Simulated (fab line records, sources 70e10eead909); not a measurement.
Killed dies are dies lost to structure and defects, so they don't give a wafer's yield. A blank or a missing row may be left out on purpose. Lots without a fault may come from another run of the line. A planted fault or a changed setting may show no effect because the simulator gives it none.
fab line records | flow nand_harc
record lots=12 wafers=35 last_day=24
route steps=1159 shown P_M1@306 P_M2@325 END@1159
lots that met no fault: from a run of the same line without faults
start_h: hours from the record's first day to the start of the lot's first wafer shown | wait_h: hours since the lot's step before | " the same as in the row above | L1.1+2: a row that stands for several wafers | - no value, or no start given | * or withheld: withheld | < > ~ a bound
route shown NAME@n: a module of which the file shows steps, and the number in the route of the first | usual: mean/standard deviation of fault-free wafers | same: alike in all rows | chamber/n: place in a boat | sites: the reading at each site | _std_site: their standard deviation | _edge_site: outer sites' mean less inner sites' | radius_mm: how far each site lies from the wafer's centre | mask NAME#n: copy n | behind: the tool/chamber that last shaped the wafer | hold: why the lot was held/for how many hours/how that ended | device: the transistor (n, p or np) that didn't switch | end of line: the same wafers' tests at the end of the route | a step without rows: its recipe alone | killed: dies lost to structure and defects at the first sort, not the wafer's yield | map: a wafer's dies, x killed, . not, _ none there
set.NAME: the setting as run; set.NAME@STEP: as run at that earlier step | model.NAME: the simulator's own value behind a step, which no gauge read
steps of the route over a sample of lots; a table a step, a row a wafer
services: from which hour (start_h, from the record's first day; less than 0 if before it) a tool's chamber was out of use, for how many hours, and why
## steps
# step NHARC_P_M1_PRE_CLEAN_30
# recipe time_s=30 temp_c=280 gas=H2/He
# usual heater_power_w=399/31
# columns lot.wafer tool chamber start_h wait_h heater_power_w
L144.1 pvd_sputter-02 - - - 375
L144.2 " - " " 419
L144.5 " - " " 381
L145.3 pvd_sputter-01 - - - 457
L145.1 " - " " 439
L145.6 " - " " 421
L147.2 pvd_sputter-02 - - - 408
L147.3 " - " " 429
L147.5 " - " " 382
L149.4 pvd_sputter-03 - - - 389
L149.3 " - " " 383
L149.5 " - " " 383
L150.1 pvd_sputter-02 - - - 415
L150.4 " - " " 380
L150.6 " - " " 370
L151.1 pvd_sputter-02 - - - 385
L151.5 " - " " 366
L151.6 " - " " 404
L152.4 pvd_sputter-03 - - - 366
L152.2 " - " " 389
L152.6 " - " " 366
L155.3 pvd_sputter-03 - - - 365
L155.1 " - " " 390
L155.6 " - " " 360
L156.4 pvd_sputter-01 - - - 477
L156.3 " - " " 426
L156.6 " - " " 426
L160.3 pvd_sputter-03 - - - 361
L160.1 " - " " 374
L164.2 pvd_sputter-01 - - - 473
L164.1 " - " " 430
L164.3 " - " " 378
L166.3 pvd_sputter-03 - - - 382
L166.4 " - " " 361
L166.6 " - " " 373
# step NHARC_P_M1_THK_MEAS_24
# recipe thk_meas_gauge=xrf
# usual thk_nm=157.2/1.4
# columns lot.wafer tool chamber start_h wait_h thk_nm
L144.1 film_metro-01 - 132.54 - 158.0
L144.2 " - " " 160.1
L144.5 " - " " 158.8
L145.1 film_metro-01 - 136.05 - 157.9
L145.3 " - " " 154.9
L145.6 " - " " 154.7
L147.2 film_metro-01 - 139.49 - 157.7
L147.3 " - " " 157.9
L147.5 " - " " 159.0
L149.3 film_metro-02 - 153.03 - 156.6
L149.4 " - " " 157.8
L149.5 " - " " 158.3
L150.1 film_metro-02 - 158.81 - 156.8
L150.4 " - " " 160.2
L150.6 " - " " 159.4
L151.1 film_metro-01 - 164.27 - 157.8
L151.5 " - " " 155.3
L151.6 " - " " 157.4
L152.2 film_metro-02 - 175.03 - 156.7
L152.4 " - " " 155.0
L152.6 " - " " 155.5
L155.1 film_metro-02 - 192.50 - 156.8
L155.3 " - " " 157.5
L155.6 " - " " 159.9
L156.3 film_metro-02 - 203.62 - 157.4
L156.4 " - " " 157.3
L156.6 " - " " 158.8
L160.1 film_metro-02 - 222.12 - 155.7
L160.3 " - " " 157.0
L164.1 film_metro-01 - 239.88 - 155.9
L164.2 " - " " 159.2
L164.3 " - " " 154.0
L166.3 film_metro-02 - 248.06 - 156.9
L166.4 " - " " 157.4
L166.6 " - " " 155.9
# step NHARC_P_M2_EXPOSE_06
# recipe na=1.35 target_cd_nm=170 dose_mj=80.78 mask_id=P_M2
# usual exposure_dose_mJ_cm2=80.74/0.095
# same na=1.35
# columns lot.wafer tool chamber start_h wait_h mask exposure_dose_mJ_cm2
L144.1 arfi_scanner-02 0 134.32 - P_M2#0 80.90
L144.2 " 0 " " P_M2#0 80.82
L144.5 " 0 " " P_M2#0 80.84
L145.1 arfi_scanner-03 0 137.46 - P_M2#0 80.74
L145.3 " 0 " " P_M2#0 80.76
L145.6 " 0 " " P_M2#0 80.68
L147.2 arfi_scanner-02 0 140.96 - P_M2#0 80.75
L147.3 " 0 " " P_M2#0 80.68
L147.5 " 0 " " P_M2#0 80.80
L149.3 arfi_scanner-02 0 154.45 - P_M2#0 80.78
L149.4 " 0 " " P_M2#0 80.80
L149.5 " 0 " " P_M2#0 80.82
L150.1 arfi_scanner-03 0 160.57 - P_M2#0 80.66
L150.4 " 0 " " P_M2#0 80.78
L150.6 " 0 " " P_M2#0 80.69
L151.1 arfi_scanner-01 0 165.85 - P_M2#0 80.70
L151.5 " 0 " " P_M2#0 80.59
L151.6 " 0 " " P_M2#0 80.57
L152.2 arfi_scanner-01 0 176.29 - P_M2#0 80.68
L152.4 " 0 " " P_M2#0 80.80
L152.6 " 0 " " P_M2#0 80.65
L155.1 arfi_scanner-02 0 193.89 - P_M2#0 80.74
L155.3 " 0 " " P_M2#0 80.79
L155.6 " 0 " " P_M2#0 80.86
L156.3 arfi_scanner-03 0 205.03 - P_M2#0 80.88
L156.4 " 0 " " P_M2#0 80.97
L156.6 " 0 " " P_M2#0 80.83
L160.1 arfi_scanner-02 0 223.54 - P_M2#0 80.36
L160.3 " 0 " " P_M2#0 80.19
L164.1 arfi_scanner-01 0 241.20 - P_M2#0 80.64
L164.2 " 0 " " P_M2#0 80.73
L164.3 " 0 " " P_M2#0 80.76
L166.3 arfi_scanner-03 0 249.47 - P_M2#0 80.74
L166.4 " 0 " " P_M2#0 80.70
L166.6 " 0 " " P_M2#0 80.76
# step NHARC_P_M2_DESCUM_14
# recipe time_s=3 o2_flow_sccm=200 ar_flow_sccm=0 bias_power_w=0 chemistry=O2
# usual drypump_motor_current_A=5.8/0.35 oes_product_au=1.006/0.0091 rf_vpp_V=57.9/0.87 showerhead_plenum_p_Torr=1.90/0.066 throttle_valve_pct=11.312/0.009
# columns lot.wafer tool chamber start_h wait_h drypump_motor_current_A oes_product_au rf_hours_counter_h rf_vpp_V showerhead_plenum_p_Torr throttle_valve_pct
L144.2 rie_diel-06 0 134.66 0.1 5.8 1.013 2 59.1 1.89 11.320
L144.1 " 1 " " 6.2 1.012 2 57.2 1.92 11.315
L144.5 " 3 " " 5.4 1.006 - 57.7 1.83 11.324
L145.3 rie_diel-06 3 137.80 0.1 5.4 0.998 2 56.5 1.83 11.304
L145.1 " 1 " " 6.2 1.012 2 57.2 1.92 11.291
L145.6 " 3 " " 5.4 1.000 - 58.5 1.83 11.325
L147.3 rie_diel-06 1 141.28 0.1 6.2 1.026 2 58.4 1.92 11.318
L147.2 " 2 " " 5.7 0.997 2 57.1 1.96 11.306
L147.5 " 1 " " 6.2 1.017 - 57.9 1.92 11.326
L149.4 rie_diel-06 0 154.77 0.1 5.8 1.008 3 58.3 1.89 11.316
L149.3 " 3 " " 5.4 0.992 3 56.4 1.83 11.313
L149.5 " 0 " " 5.9 1.006 - 57.7 1.89 11.324
L150.4 rie_diel-06 3 160.90 0.1 5.4 0.997 3 57.4 1.83 11.317
L150.1 " 0 " " 5.8 1.014 3 58.7 1.89 11.310
L150.6 " 3 " " 5.4 1.009 - 58.5 1.83 11.321
L151.1 rie_diel-08 3 166.17 0.1 5.5 1.012 4 59.3 1.92 11.303
L151.5 " 3 " " 5.6 1.006 - 57.2 1.92 11.307
L151.6 " 0 " " 5.8 0.997 - 57.9 1.90 11.300
L152.4 rie_diel-06 3 176.63 0.1 5.4 1.015 4 57.3 1.83 11.325
L152.2 " 0 " " 5.9 1.014 3 56.5 1.89 11.317
L152.6 " 0 " " 5.8 1.013 - 58.9 1.89 11.313
L155.1 rie_diel-10 2 194.21 0.1 5.2 1.007 3 57.3 1.97 11.305
L155.3 " 1 " " 5.2 0.992 3 58.3 1.82 11.329
L155.6 " 3 " " 5.7 1.010 - 58.1 1.96 11.311
L156.4 rie_diel-06 2 205.35 0.1 5.6 0.996 5 59.4 1.96 11.330
L156.3 " 0 " " 5.9 1.017 4 57.3 1.89 11.315
L156.6 " 2 " " 5.6 0.988 - 57.5 1.96 11.304
L160.3 rie_diel-08 3 223.89 0.1 5.5 1.007 14 57.9 1.91 11.301
L160.1 " 2 " " 5.8 1.006 14 57.8 1.79 11.315
L164.2 rie_diel-08 1 241.53 0.1 6.5 1.006 19 60.0 2.02 11.318
L164.1 " 3 " " 5.6 1.020 18 57.6 1.91 11.298
L164.3 " 0 " " 5.8 1.000 16 59.9 1.90 11.299
L166.4 rie_diel-08 2 249.79 0.1 5.8 1.009 21 56.8 1.78 11.308
L166.3 " 3 " " 5.6 1.001 20 58.3 1.91 11.308
L166.6 " 2 " " 5.8 1.004 - 57.6 1.78 11.320
# step NHARC_END_SORT_01
# recipe temp_c=25
# usual defect_limited_yield=95.2/1.6 killed_at_array=29/11 killed_at_other=0.6/0.75 killed_at_periphery=3.1/2.1 killed_dies=32/11 killed_open=3.0/1.8 killed_short=1.8/1.3 sort_bin_2_pct=1.5/0.7 sort_bin_3_pct=0.26/0.22 sort_bin_4_pct=3.0/1 sort_n_pass=645/11 sort_rim_yield_pct=94.9/3 sort_yield_pct=95.2/1.6
# same gross_dies=677 sort_bin_5_pct[%]=0 sort_bin_6_pct[%]=0 sort_bin_7_pct[%]=0 sort_bin_8_pct[%]=0 sort_rim_n_gross=106.00
# columns lot.wafer tool chamber start_h wait_h defect_limited_yield[%] killed_at_array killed_at_other killed_at_periphery killed_dies killed_open killed_short sort_bin_2_pct[%] sort_bin_3_pct[%] sort_bin_4_pct[%] sort_n_pass sort_rim_yield_pct[%] sort_yield_pct[%]
L151.1 prober-01 0 474.64 2.5 96.6 19 0 4 23 6 1 1.6 0 1.8 654 95.3 96.6
L151.5 prober-01 0 477.89 3.8 94.7 34 0 2 36 4 1 0.9 0.44 4.0 641 95.3 94.7
L151.6 prober-01 0 478.70 4.1 94.4 32 0 6 38 3 2 1.3 0.59 3.7 639 94.3 94.4
# killed by level:class
L151.1 A_SLIT:chamber_film_flake=9 A_CHANNEL_HOLE_D1:chamber_film_flake=4 A_STAIRCASE:chamber_film_flake=2 P_STI:geometric_particle:open=1 P_GATE:geometric_particle:open=1 P_CONTACT:geometric_particle:short=1 P_CONTACT:geometric_particle:open=1 A_ONON_D1:geometric_particle:open=1
L151.5 A_CHANNEL_HOLE_D1:chamber_film_flake=14 A_SLIT:chamber_film_flake=9 A_CHANNEL_FILL_D1:geometric_particle:open=3 A_CONTACT:chamber_film_flake=3 A_CHANNEL_FILL_D1:chamber_film_flake=2 A_WL_FILL:chamber_film_flake=2 P_GATE:geometric_particle:short=1 A_ONON_D1:geometric_particle:open=1
L151.6 A_SLIT:chamber_film_flake=14 A_CHANNEL_HOLE_D1:chamber_film_flake=10 P_STI:chamber_film_flake=3 A_CONTACT:chamber_film_flake=2 P_CONTACT:geometric_particle:open=1 A_SLIT:geometric_particle:short=1 A_CONTACT:geometric_particle:open=1 A_BLC:geometric_particle:open=1
## services
# columns tool chamber start_h hours kind
rie_diel-06 0 122.22 - clean
rie_diel-06 1 122.22 - clean
rie_diel-06 2 122.22 - clean
rie_diel-08 - 124.82 9.0 pm
arfi_scanner-03 - 140.00 4.0 pm
arfi_scanner-03 - 145.04 5.9 repair
pvd_sputter-02 - 149.12 3.9 repair
pvd_sputter-01 - 158.00 10.0 pm
pvd_sputter-03 - 158.16 9.6 repair
arfi_scanner-03 - 158.45 1.2 repair
rie_diel-08 2 165.39 1.7 repair
rie_diel-10 - 169.31 2.4 repair
rie_diel-10 - 176.51 9.0 pm
arfi_scanner-01 - 184.53 1.0 repair
pvd_sputter-01 - 193.70 1.8 repair
arfi_scanner-01 - 196.00 4.0 pm
rie_diel-10 0 205.61 9.2 repair
pvd_sputter-03 - 212.05 2.9 repair
rie_diel-10 - 213.33 0.7 repair
pvd_sputter-02 - 215.38 10.0 pm
rie_diel-08 0 221.21 8.3 repair
rie_diel-06 - 241.22 9.0 pm
pvd_sputter-01 - 244.65 1.8 repair
arfi_scanner-02 - 245.92 2.2 repair
## key
first_sign step=NHARC_P_M2_EXPOSE_06 reading=exposure_dose_mJ_cm2 direction=down sigmas=4.9 usual=80.74 struck=80.28
effect none on later readings
met_at NHARC_P_M2_EXPOSE_06
struck_lots L160
loop_trim step=NHARC_P_M2_EXPOSE_06 setting=dose lots=L160
not_acting_at NHARC_P_M1_PRE_CLEAN_30,NHARC_P_M1_THK_MEAS_24,NHARC_P_M2_DESCUM_14
onset_between 193.89 223.54
fault kind=process_parameter_drift tool=arfi_scanner-02 chamber=- onset_h=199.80 steps=NHARC_P_M2_EXPOSE_06 channel=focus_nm offset=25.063 spread_by_wafer=0.3 shape=step end_h=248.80
# loop_trim: a control loop set the setting to another value than it would have without faults
